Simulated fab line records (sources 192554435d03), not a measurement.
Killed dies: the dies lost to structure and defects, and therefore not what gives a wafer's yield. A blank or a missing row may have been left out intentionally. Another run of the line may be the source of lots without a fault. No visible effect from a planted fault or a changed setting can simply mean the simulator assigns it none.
Struck lot and sound lot, side by side	flow n5_finfet	34 steps out of a route of 1938
Sound: the wafers L572.2, L572.3, L572.6. Struck: wafers L577.2, L577.4 (left out: L577.5, a lot-mate that was not struck); the cause follows at the end.
For every step that has rows: the tool of each side, followed by ch and its chambers, followed by its first start. Under that, the readings that differ: sound wafers	struck wafers	difference of the means	sigmas: that difference in standard deviations of wafers without a fault.
alike: words and numbers the same on both sides, and readings whose means are apart by under 2 such deviations; not compared: readings that were withheld, readings missing a value for some wafer, numbers with overlapping values and no deviation given by the record, and bounds like >300 which may hide the same value.
Wherever a step has rows on one side only, a row that says differs or no value, or a row with sigmas, the two part there. When numbers do not overlap yet have no deviation, they are printed without sigmas and do not part them. Lack of a reading on every wafer of one side parts them only where that side has two or more wafers.

first, 10 steps without rows for these wafers: N5_BEOL_M6_STRIP_80 (strips in N2/H2, time 10 s); N5_BEOL_M6_HM_STRIP_39 (strips TiN in peroxide tin strip, target depth 25 nm, time 158 s); N5_BEOL_M6_SRD_40 (time 30 s); N5_BEOL_M6_PRECLEAN_42 (cleans in residue remover, time 60 s); N5_BEOL_M6_SRD_43 (time 30 s); N5_BEOL_M6_CURE_75 (cures SiCOH lowk, time 120 s); N5_BEOL_M6_DEGAS_44 (time 60 s); N5_BEOL_M6_PRE_CLEAN_45 (time 30 s); N5_BEOL_M6_ALD_77 (deposits TaN, target thk 2 nm, pulse time 2 s, purge time 3 s); N5_BEOL_M6_SURFACE_TREAT_79.
N5_BEOL_M6_CVD_78: deposits Co from CCTBA/H2, target thk 2 nm, time 142.3 s.
  sound on cvd_co-02 ch 1,2, day 13 02:37; struck on cvd_co-02 ch 2, day 14 00:59
  alike: chamber_pressure_Torr
then, 22 steps without rows for these wafers: N5_BEOL_M6_SPUTTER_48 (material Cu, target thk 10 nm, time 1.667 s); N5_BEOL_M6_ECD_50 (material Cu, target thk 300 nm); N5_BEOL_M6_ANNEAL_51 (time 90 s); N5_BEOL_M6_CMP_52 (polishes, stops on SiCOH lowk, t overpolish 6.9 s, target thk 80 nm); N5_BEOL_M6_PRE_CLEAN_55 (time 15 s); N5_BEOL_M6_DEP_56 (deposits SiCN from 3MS/NH3, target thk 10 nm, time 17.5 s); N5_BEOL_M7_ILD_DEP_00 (deposits SiCOH lowk from DEMS/porogen, target thk 179.75 nm, time 33.4 s); N5_BEOL_M7_CURE_74 (cures SiCOH lowk, time 240 s); N5_BEOL_M7_PECVD_70 (deposits SiO2 from TEOS/O2, target thk 20 nm, time 22.7 s); N5_BEOL_M7_HM_DEP_02 (deposits TiN, target thk 20 nm); N5_BEOL_M7_COAT_59 (time 60 s, resist thk 100 nm); N5_BEOL_M7_COAT_60 (time 60 s, resist thk 35 nm); N5_BEOL_M7_COAT_05 (resist thk 90 nm); N5_BEOL_M7_EBR_07; N5_BEOL_M7_SOFTBAKE_06 (time 60 s); N5_BEOL_M7_EXPOSE_08 (exposes mask M7); N5_BEOL_M7_PEB_09 (peb time 60 s); N5_BEOL_M7_DEVELOP_10 (develop time 30 s); N5_BEOL_M7_DESCUM_16 (chemistry O2, time 7.9 s); N5_BEOL_M7_ETCH_61 (etches SiARC in CF4, target depth 45.5 nm, time 75.8 s); N5_BEOL_M7_ETCH_62 (etches SOC in N2/H2, target depth 110 nm, overetch 22 nm, time 165 s); N5_BEOL_M7_STRIP_68 (strips in N2/H2).
-- a jump in the record: the struck wafers' starts before and after are 3 days apart (it breaks off in module BEOL_M7 and resumes in module PASSIVATION, where the first step shown is number 1936 of the route) --
N5_PASSIVATION_PROBE_49:
  only the struck wafers here have rows in the record (prober-02, day 17 10:26); the sound ones have none

## WHERE THEY PART
At N5_PASSIVATION_PROBE_49 and nowhere else, as far as this record goes.

WHY: whatever the simulator had introduced
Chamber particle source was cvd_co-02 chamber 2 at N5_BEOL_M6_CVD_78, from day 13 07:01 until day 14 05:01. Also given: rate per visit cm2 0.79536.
